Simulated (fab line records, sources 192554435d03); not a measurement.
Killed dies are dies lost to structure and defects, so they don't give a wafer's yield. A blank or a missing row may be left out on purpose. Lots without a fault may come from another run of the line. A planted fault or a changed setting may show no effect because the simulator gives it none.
A struck lot beside a sound one | flow n5_finfet | 36 steps out of a route of 1938
Sound: wafers L429.2, L429.3, L429.4. Struck: wafers L419.2, L419.3, L419.6. The cause comes at the end.
At each step with rows: each side's tool, then ch and its chambers, then its first start. Under that, the readings that differ: sound wafers | struck wafers | difference of the means | sigmas: that difference in standard deviations of wafers without a fault.
alike: readings whose means differ by less than 2 such deviations, and words and numbers that are the same on both sides. not compared: withheld readings, readings that some wafer has no value for, bounds like >300 that may hide the same value, and numbers for which the record gives no deviation and whose values overlap.
The two part at a step that has a row with sigmas, a row that says differs or no value, or rows on one side only. Numbers that don't overlap but have no deviation are shown without sigmas and don't part them. A reading that every wafer of one side lacks parts them only if that side has two wafers or more.

first, 9 steps without rows for these wafers: N5_BEOL_M4_ANNEAL_95 (time 240 s); N5_BEOL_M4_SPUTTER_96 (material Cu, target thk 4.5 nm, time 8.29 s); N5_BEOL_M4_ECD_50 (material Cu, target thk 300 nm); N5_BEOL_M4_ANNEAL_51 (time 90 s); N5_BEOL_M4_CMP_52 (polishes, stops on SiOC, t overpolish 6.8 s, target thk 40 nm); N5_BEOL_M4_PRE_CLEAN_60 (time 15 s); N5_BEOL_M4_CO_CAP_55 (material Co, precursor CCTBA/H2, target thk 2 nm, time 102.1 s); N5_BEOL_M4_PRE_CLEAN_56 (time 15 s); N5_BEOL_M4_DEP_57 (deposits SiCN from 3MS/NH3, target thk 8 nm, time 14 s).
N5_BEOL_M4_RC_MEAS_101:
  sound on prober-01 ch 0, day 13 01:38; struck on prober-01 ch 0, day 9 16:49
  alike: DIBL_N, DIBL_P, IOFF_N, IOFF_P, ION_N, ION_P, SS_N, SS_P, VT_N, VT_P
then, 24 steps without rows for these wafers: N5_BEOL_M5_ILD_DEP_00 (deposits SiCOH lowk from DEMS/porogen, target thk 140.64 nm, time 25.9 s); N5_BEOL_M5_CURE_79 (cures SiCOH lowk, time 240 s); N5_BEOL_M5_PECVD_70 (deposits SiO2 from TEOS/O2, target thk 16 nm, time 18 s); N5_BEOL_M5_HM_DEP_02 (deposits TiN, target thk 20 nm); N5_BEOL_M5_COAT_59 (time 60 s, resist thk 60 nm); N5_BEOL_M5_COAT_60 (time 60 s, resist thk 12 nm); N5_BEOL_M5_COAT_71 (time 60 s, resist thk 5 nm); N5_BEOL_M5_COAT_05 (resist thk 30 nm); N5_BEOL_M5_EBR_07; N5_BEOL_M5_SOFTBAKE_06 (time 60 s); N5_BEOL_M5_EXPOSE_08 (exposes mask M5, target cd 28 nm); N5_BEOL_M5_PEB_09 (peb time 60 s); N5_BEOL_M5_DEVELOP_10 (develop time 30 s); N5_BEOL_M5_DESCUM_16 (chemistry O2, time 7 s); N5_BEOL_M5_ETCH_72 (etches underlayer in N2/H2, target depth 6.5 nm, time 5.2 s); N5_BEOL_M5_ETCH_61 (etches SiARC in CF4, target depth 15.6 nm, time 26 s); N5_BEOL_M5_ETCH_62 (etches SOC in N2/H2, target depth 75 nm, overetch 15 nm, time 112.5 s); N5_BEOL_M5_STRIP_63 (strips in N2/H2); N5_BEOL_M5_STRIP_73 (strips in N2/H2); N5_BEOL_M5_STRIP_64 (strips in CF4); N5_BEOL_M5_HM_OPEN_17 (chemistry Cl2/BCl3, target TiN, target depth 20 nm, overetch 6 nm); N5_BEOL_M5_STRIP_19 (strips in O2); N5_BEOL_M5_COAT_65 (time 60 s, resist thk 60 nm); N5_BEOL_M5_COAT_66 (time 60 s, resist thk 12 nm).
-- the record jumps here: 4 days lie between the struck wafers' starts before and after (it left off in module BEOL_M5 and takes up again in module BEOL_M14, whose first step shown is number 1751 of the route) --
N5_BEOL_M14_ETCH_68: etches SOC in N2/H2, time 450 s.
  sound on rie_diel-03 ch 0,1,3, day 16 16:44; struck on rie_diel-01 ch 0,1, day 13 09:59
  no value came back on the struck wafers for any of 8 readings (bias_w (W), chamber_pressure_mTorr (mTorr) and others); on the sound wafers bias_w (W) reads 350.9 350.4 350.5
  reading                                     | sound          | struck            | difference | sigmas
  model.coat_of_BEOL_M14_COAT_22.thk_nm (nm)  | 0 0 0          | 211.8 210.8 210.6 | +211.1     |
  model.SiARC_of_BEOL_M14_COAT_66.thk_nm (nm) | 64.8 66.4 65.6 | 110.4 110.8 110.4 | +44.9      |
  not compared: rf_hours_counter_h
N5_PASSIVATION_PROBE_49:
  the record has rows for the struck wafers here (prober-01, day 14 11:53) and none for the sound ones

WHERE THEY PART
First at N5_BEOL_M14_ETCH_68; last, within this record, at N5_PASSIVATION_PROBE_49.

WHY: what the simulator had put in
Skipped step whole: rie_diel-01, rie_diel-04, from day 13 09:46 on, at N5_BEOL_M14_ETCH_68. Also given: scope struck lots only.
